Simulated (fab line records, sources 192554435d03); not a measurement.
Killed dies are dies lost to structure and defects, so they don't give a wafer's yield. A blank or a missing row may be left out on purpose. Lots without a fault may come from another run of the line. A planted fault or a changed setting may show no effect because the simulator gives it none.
Chamber matching | flow n5_finfet | N5_MOL_CONTACT_COAG_ETCH_89 on rie_diel-02: 4 sister chambers
The step etches underlayer in N2/H2, target depth 13 nm, time 10.4 s. 18 wafers are shown with their chamber, then 9 later ones without.

WAFERS WITH THEIR CHAMBER
wafer  | chamber | drypump_motor_current_A (A) | showerhead_plenum_p_Torr (Torr) | throttle_valve_pct (%)
L074.3 | 2       | 5.7                         | 2.51                            | 18.17
L074.4 | 3       | 5.9                         | 2.68                            | 17.49
L074.6 | 0       | 5.2                         | 2.54                            | 17.96
L076.3 | 3       | 5.9                         | 2.67                            | 17.51
L076.5 | 2       | 5.7                         | 2.51                            | 18.16
L076.6 | 1       | 6.2                         | 2.44                            | 17.74
L078.3 | 3       | 5.9                         | 2.67                            | 17.52
L078.5 | 2       | 5.7                         | 2.50                            | 18.17
L078.6 | 1       | 6.1                         | 2.43                            | 17.75
L086.1 | 0       | 5.2                         | 2.53                            | 18.01
L086.2 | 3       | 5.9                         | 2.66                            | 17.54
L086.3 | 1       | 6.1                         | 2.43                            | 17.78
L087.1 | 0       | 5.2                         | 2.53                            | 18.02
L087.4 | 2       | 5.7                         | 2.50                            | 18.20
L087.5 | 1       | 6.2                         | 2.42                            | 17.80
L091.2 | 0       | 5.2                         | 2.52                            | 18.00
L091.4 | 2       | 5.7                         | 2.49                            | 18.23
L091.5 | 0       | 5.3                         | 2.52                            | 18.03

SIGNATURES (means of the wafers above)
reading                  | chamber 0 | chamber 1 | chamber 2 | chamber 3 | scatter within a chamber
drypump_motor_current_A  | 5.220     | 6.150     | 5.700     | 5.900     | 0.0359
showerhead_plenum_p_Torr | 2.5280    | 2.4300    | 2.5020    | 2.6700    | 0.00828
throttle_valve_pct       | 18.0040   | 17.7675   | 18.1860   | 17.5150   | 0.0265
Rule: a wafer's distance from a chamber is the root of the sum, over the readings, of the square of ((its reading less the chamber's mean) divided by the reading's scatter). The wafer belongs to the nearest chamber; if the next one is less than 2 further off, it can't be placed. The scatter: the root of (the sum of the squares of (reading less its chamber's mean) over the shown wafers, divided by (wafers less chambers)).

WAFERS WITHOUT THEIR CHAMBER
wafer  | drypump_motor_current_A (A) | showerhead_plenum_p_Torr (Torr) | throttle_valve_pct (%)
L094.3 | 5.2                         | 2.52                            | 18.03
L094.4 | 6.1                         | 2.42                            | 17.81
L094.5 | 5.9                         | 2.66                            | 17.55
L092.1 | 5.9                         | 2.66                            | 17.57
L092.2 | 5.2                         | 2.52                            | 18.04
L092.5 | 5.9                         | 2.66                            | 17.57
L095.2 | 6.1                         | 2.42                            | 17.80
L095.3 | 5.2                         | 2.52                            | 18.05
L095.5 | 5.2                         | 2.52                            | 18.04

WHICH CHAMBER EACH WENT THROUGH
wafer  | from the rows above | in truth
L094.3 | 0                   | 0
L094.4 | 1                   | 1
L094.5 | 3                   | 3
L092.1 | 3                   | 3
L092.2 | 0                   | 0
L092.5 | 3                   | 3
L095.2 | 1                   | 1
L095.3 | 0                   | 0
L095.5 | 0                   | 0
Placed correctly: 9 of 9. Can't be placed from these rows: 0. Placed wrongly: 0.
